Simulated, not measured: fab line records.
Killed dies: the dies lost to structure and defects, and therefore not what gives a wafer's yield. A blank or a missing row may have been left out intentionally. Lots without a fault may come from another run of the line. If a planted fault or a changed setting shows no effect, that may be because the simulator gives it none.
Chamber matching :: flow n5_finfet :: 4 sister chambers for N5_FIN_SAQP_ALD_61 on ald_sin-01
The step deposits SiO2, target thk 4 nm, pulse time 1 s, purge time 2 s. 4 wafers are shown with their chamber, then 6 later ones without.

## WAFERS, EACH WITH ITS CHAMBER
wafer: L374.1
chamber: 3
heater_power_w (W): 412

wafer: L381.2
chamber: 1
heater_power_w (W): 432

wafer: L381.3
chamber: 2
heater_power_w (W): 438

wafer: L381.4
chamber: 0
heater_power_w (W): 502

## WAFERS WHOSE CHAMBER IS MISSING
wafer: L387.2
heater_power_w (W): 413

wafer: L387.3
heater_power_w (W): 446

wafer: L387.6
heater_power_w (W): 426

wafer: L388.3
heater_power_w (W): 517

wafer: L388.4
heater_power_w (W): 429

wafer: L388.5
heater_power_w (W): 505

## WHICH CHAMBER EACH WENT THROUGH
wafer: L387.2
from the rows above: 3
in truth: 3

wafer: L387.3
from the rows above: can't be placed: 2 or 1
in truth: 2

wafer: L387.6
from the rows above: can't be placed: 1 or 2 or 3
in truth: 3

wafer: L388.3
from the rows above: 0
in truth: 0

wafer: L388.4
from the rows above: can't be placed: 1 or 2 or 3
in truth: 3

wafer: L388.5
from the rows above: 0
in truth: 0
Placed correctly: 3 of 6. These rows do not allow placing 3 (true chamber among the candidates in 3). Wrongly placed: 0.
How it was worked out, from the rows above alone: a wafer's distance from a chamber is the root of the sum, over the readings, of the square of ((its reading less the chamber's mean) divided by the reading's scatter). The wafer belongs to the nearest chamber; if the next one is less than 2 further off, it can't be placed. A chamber's mean is the mean of its shown wafers. The scatter (one wafer shown for each chamber): square how far every hidden wafer sits from the nearest shown wafer, average those squares and take the square root.
